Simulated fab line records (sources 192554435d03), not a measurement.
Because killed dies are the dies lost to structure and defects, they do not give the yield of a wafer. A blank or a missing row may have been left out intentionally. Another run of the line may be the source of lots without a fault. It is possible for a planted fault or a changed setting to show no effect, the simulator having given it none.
Matching of chambers -- flow n5-finfet -- 4 sister chambers for N5_BEOL_M7_STRIP_36 on rie-diel-04
The step strips in N2/H2. 4 wafers are shown with their chamber, then 9 later ones without.

== WAFERS, EACH WITH ITS CHAMBER ==
wafer,chamber,showerhead-plenum-p-Torr (Torr)
L085.6,0,2.49
L086.3,2,2.44
L086.4,3,2.54
L086.5,1,2.61

== WAFERS WHOSE CHAMBER IS MISSING ==
wafer,showerhead-plenum-p-Torr (Torr)
L090.1,2.60
L090.2,2.44
L090.6,2.44
L094.1,2.48
L094.5,2.48
L094.6,2.53
L096.1,2.48
L096.2,2.53
L096.3,2.44

== CHAMBER TAKEN BY EACH ==
wafer,from the rows above,in truth
L090.1,1,1
L090.2,2,2
L090.6,2,2
L094.1,0,0
L094.5,0,0
L094.6,3,3
L096.1,0,0
L096.2,3,3
L096.3,2,2
Correct placement for 9 of the 9. Number that these rows cannot place: 0. Placed wrongly: 0.
How it was worked out, from the rows above alone: a wafer's distance from a chamber is the root of the sum, over the readings, of the square of ((its reading less the chamber's mean) divided by the reading's scatter). The wafer belongs to the nearest chamber; if the next one is less than 2 further off, it can't be placed. A chamber's mean is the mean of its shown wafers. The scatter: root of mean squared gap, hidden wafer to nearest shown wafer, with one shown wafer a chamber.
